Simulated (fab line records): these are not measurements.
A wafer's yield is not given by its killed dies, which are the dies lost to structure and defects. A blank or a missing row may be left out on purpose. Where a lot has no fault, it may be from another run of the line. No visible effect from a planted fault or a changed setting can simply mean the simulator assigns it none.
A struck lot beside a sound one | flow nand-harc | 14 out of 1302 route steps
Sound: the wafers L362.2, L362.4, L362.5. Wafers struck: L373.2, L373.5, L373.6. Last of all comes the cause.
Each step with rows lists, per side, the tool, then ch with its chambers, then its first start. Under that, the readings that differ: sound wafers | struck wafers | difference of the means | sigmas: that difference in standard deviations of wafers without a fault.
alike: words and numbers the same on both sides, and readings whose means are apart by under 2 such deviations; not compared: readings that were withheld, readings missing a value for some wafer, numbers with overlapping values and no deviation given by the record, and bounds like >300 which may hide the same value.
The two part at a step that has a row with sigmas, a row that says differs or no value, or rows on one side only. Numbers that have no deviation but don't overlap get no sigmas and don't part them. A reading that every wafer of one side lacks parts them only if that side has two wafers or more.

first, 7 steps without rows for these wafers: NHARC_A_STAIRCASE_COAT_304; NHARC_A_STAIRCASE_SOFTBAKE_305 (time 170 s); NHARC_A_STAIRCASE_EBR_306; NHARC_A_STAIRCASE_EXPOSE_307 (exposes mask CHOP 50); NHARC_A_STAIRCASE_PEB_308 (peb time 130 s); NHARC_A_STAIRCASE_DEVELOP_309 (time 140 s); NHARC_A_STAIRCASE_HARDBAKE_311 (time 140 s).
NHARC_A_STAIRCASE_DESCUM_312: chemistry O2, time 3 s.
  sound on rie-diel-12 ch 0,3, day 17 13:02; struck on rie-diel-12 ch 0,1,3, day 22 01:51
  alike: drypump-motor-current-A, oes-product-au, rf-vpp-V, showerhead-plenum-p-Torr, throttle-valve-pct
  not compared: rf-hours-counter-h
NHARC_A_STAIRCASE_ETCH_313: etches the open film in CF4/CHF3.
  sound on rie-diel-12 ch 0,2,3, day 17 13:08; struck on rie-diel-12 ch 0,1,3, day 22 01:56
  alike: bias-w, cf4-flow-sccm, drypump-motor-current-A, oes-product-au, rf-vpp-V, showerhead-plenum-p-Torr, throttle-valve-pct
  not compared: rf-hours-counter-h
NHARC_A_STAIRCASE_HM_OPEN_463: chemistry O2/COS.
  sound on rie-diel-12 ch 0,3; struck on rie-diel-12 ch 0,3
  alike: bias-w, drypump-motor-current-A, oes-product-au, rf-vpp-V, showerhead-plenum-p-Torr, throttle-valve-pct
  not compared: rf-hours-counter-h
then, 1 step without rows for these wafers: NHARC_A_STAIRCASE_STRIP_464 (strips in O2/COS).
NHARC_A_STAIRCASE_ETCH_453: etches the open film in CF4/O2, target depth 30 nm, overetch 3 nm, time 16.5 s.
  sound on rie-diel-12 ch 0,2, day 17 13:34; struck on rie-diel-12 ch 1,2,3, day 22 02:23
  reading                         | sound                | struck               | difference | sigmas
  cf4-flow-sccm (sccm)            | 80.30 80.18 80.27    | 39.66 40.25 40.01    | -40.28     | -99 or more
  oes_f_703_au (a.u.)             | 1.006 0.998 1.002    | 1.137 1.139 1.146    | +0.139     | +32
  oes_o_777_au (a.u.)             | 1.005 0.995 1.002    | 2.034 2.032 2.034    | +1.033     | +99 or more
  showerhead-plenum-p-Torr (Torr) | 1.29 1.34 1.29       | 0.92 0.92 0.87       | -0.40      | -10
  throttle-valve-pct (%)          | 13.392 13.391 13.395 | 10.372 10.374 10.360 | -3.024     | -99 or more
  alike: bias-w, drypump-motor-current-A, oes-product-au, rf-vpp-V
  not compared: rf-hours-counter-h
NHARC_A_STAIRCASE_ETCH_315: etches the open film in C4F8/O2/Ar, target depth 2500 nm, time 607.1 s.
  sound on rie-diel-12 ch 1,2,3; struck on rie-diel-12 ch 0,2,3
  alike: bias-w, oes-product-au, rf-vpp-V
  not compared: rf-hours-counter-h
after that, 1 step had no rows for these wafers: NHARC_END_SORT_01.

## WHERE THEY PART
Within this record, at NHARC_A_STAIRCASE_ETCH_453 only. Later steps at which nothing parts them and some readings are alike: NHARC_A_STAIRCASE_ETCH_315.

WHY: what the simulator had put in
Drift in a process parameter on rie-diel-12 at NHARC_A_STAIRCASE_ETCH_453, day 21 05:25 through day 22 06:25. A move of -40 in setting cf4-flow-sccm, from 80. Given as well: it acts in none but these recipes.
